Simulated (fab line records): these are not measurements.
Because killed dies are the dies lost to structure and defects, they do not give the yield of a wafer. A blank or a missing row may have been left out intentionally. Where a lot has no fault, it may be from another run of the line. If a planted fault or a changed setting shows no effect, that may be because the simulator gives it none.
Split-lot study + flow n5_finfet + 21 wafers read across 7 lots, on a route 1938 steps long

ABOUT THE SPLIT
At N5_ZERO_LAYER_EXPOSE_08 (exposes mask ZERO, defocus 0 nm, target cd 2000 nm), the setting dose_mj was moved away from the recipe's 16.2 on 2 of the 21 wafers read, by -7.3% to -5.4%. The other wafers ran this setting at the recipe's value.

FROM THE SPLIT TO THE READING: what the file shows between them, 3 steps
- N5_ZERO_LAYER_PEB_09
- N5_ZERO_LAYER_DEVELOP_10: develop time 60 s
- N5_ZERO_LAYER_HARDBAKE_23: time 120 s

THE READING
cd_nm, in nm, at N5_ZERO_LAYER_CD_MEAS_11 (target cd 2000 nm). Fault-free wafers of this fab line usually give 2000.3 nm, standard deviation 1.8 nm.

| wafer  | tool, chamber at the split | dose_mj as run | against the recipe | cd_nm, nm | against lot-mates on the recipe |
|--------|----------------------------|----------------|--------------------|-----------|---------------------------------|
| L075.2 | krf_scanner-01, 0          | 16.2           | recipe             | 2000.0    | -                               |
| L075.4 | krf_scanner-01, 0          | 15.02          | -7.3%              | 1987.3    | -13.8                           |
| L075.6 | krf_scanner-01, 0          | 16.2           | recipe             | 2002.1    | -                               |
| L078.1 | krf_scanner-01, 0          | 16.2           | recipe             | 1997.8    | -                               |
| L078.4 | krf_scanner-01, 0          | 16.2           | recipe             | 1998.8    | -                               |
| L078.6 | krf_scanner-01, 0          | 16.2           | recipe             | 2001.4    | -                               |
| L082.2 | krf_scanner-01, 0          | 16.2           | recipe             | 2000.8    | -                               |
| L082.3 | krf_scanner-01, 0          | 16.2           | recipe             | 2003.4    | -                               |
| L082.6 | krf_scanner-01, 0          | 16.2           | recipe             | 1997.6    | -                               |
| L084.1 | krf_scanner-01, 0          | 16.2           | recipe             | 2001.4    | -                               |
| L084.2 | krf_scanner-01, 0          | 16.2           | recipe             | 2003.5    | -                               |
| L084.3 | krf_scanner-01, 0          | 16.2           | recipe             | 2002.1    | -                               |
| L087.4 | krf_scanner-01, 0          | 15.33          | -5.4%              | 1990.1    | -10.4                           |
| L087.5 | krf_scanner-01, 0          | 16.2           | recipe             | 1999.8    | -                               |
| L087.6 | krf_scanner-01, 0          | 16.2           | recipe             | 2001.2    | -                               |
| L093.2 | krf_scanner-02, 0          | 16.2           | recipe             | 1996.3    | -                               |
| L093.4 | krf_scanner-02, 0          | 16.2           | recipe             | 2000.5    | -                               |
| L093.5 | krf_scanner-02, 0          | 16.2           | recipe             | 2000.4    | -                               |
| L096.1 | krf_scanner-01, 0          | 16.2           | recipe             | 1995.1    | -                               |
| L096.4 | krf_scanner-01, 0          | 16.2           | recipe             | 1997.2    | -                               |
| L096.5 | krf_scanner-01, 0          | 16.2           | recipe             | 1999.7    | -                               |

THE FIT
A straight line over all 21 wafers: cd_nm changes by +1.77 nm for each +1% of dose_mj; r = +0.84; the points scatter about the line by 2.3 nm.
The same after taking each lot's own level away (the mean of its wafers on the recipe; 21 wafers): +1.9 nm for each +1%; r = +0.92; scatter 1.6 nm.
Per that fit: largest dose_mj move, reading shift of 14 nm.
From 1997.33 to 2002.33 nm: that is the span of the lots' own levels, equal to 2.8 times the standard deviation above.
The two slopes agree, so the slope changes little with the lot-to-lot level.
Check: -14.1 nm against its lot-mates is what the line predicts for one of the wafers moved furthest among these (-7.3%) when that wafer is left out of the fit. Against them it came out at -13.8 nm.

OTHER SPLITS ON THESE WAFERS
These wafers also went through other splits before the reading. Each is held against what the fit with the lots' levels taken away leaves over:
| other split on the same wafers | wafers away from the commonest value | r with cd_nm (lot level and that fit taken away) |
|--------------------------------|--------------------------------------|--------------------------------------------------|
| N5_ZERO_LAYER_COAT_05 spin_rpm | 7                                    | +0.37                                            |

THE WHOLE CHAIN: every reading that the file lists as answering this split, in the file's order
| step                     | what it does                                        | reading                                                           | change (the file's fit)              | r (the file's) |
|--------------------------|-----------------------------------------------------|-------------------------------------------------------------------|--------------------------------------|----------------|
| N5_ZERO_LAYER_CD_MEAS_11 | target cd 2000 nm                                   | cd_nm                                                             | +1.91 nm for each +1% of the setting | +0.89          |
| N5_ZERO_LAYER_DESCUM_16  | chemistry O2, time 7.9 s                            | ZERO_LAYER.cd_nm (the simulator's own value, which no gauge read) | +1.82 nm for each +1% of the setting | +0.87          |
| N5_ZERO_LAYER_ETCH_17    | etches SiO2 in CF4, target depth 12 nm, time 13.3 s | ZERO_LAYER.cd_nm (the simulator's own value, which no gauge read) | +1.86 nm for each +1% of the setting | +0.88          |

FILE'S OWN FIT
cd_nm changes by +1.91 nm for each +1% of dose_mj, r = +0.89.
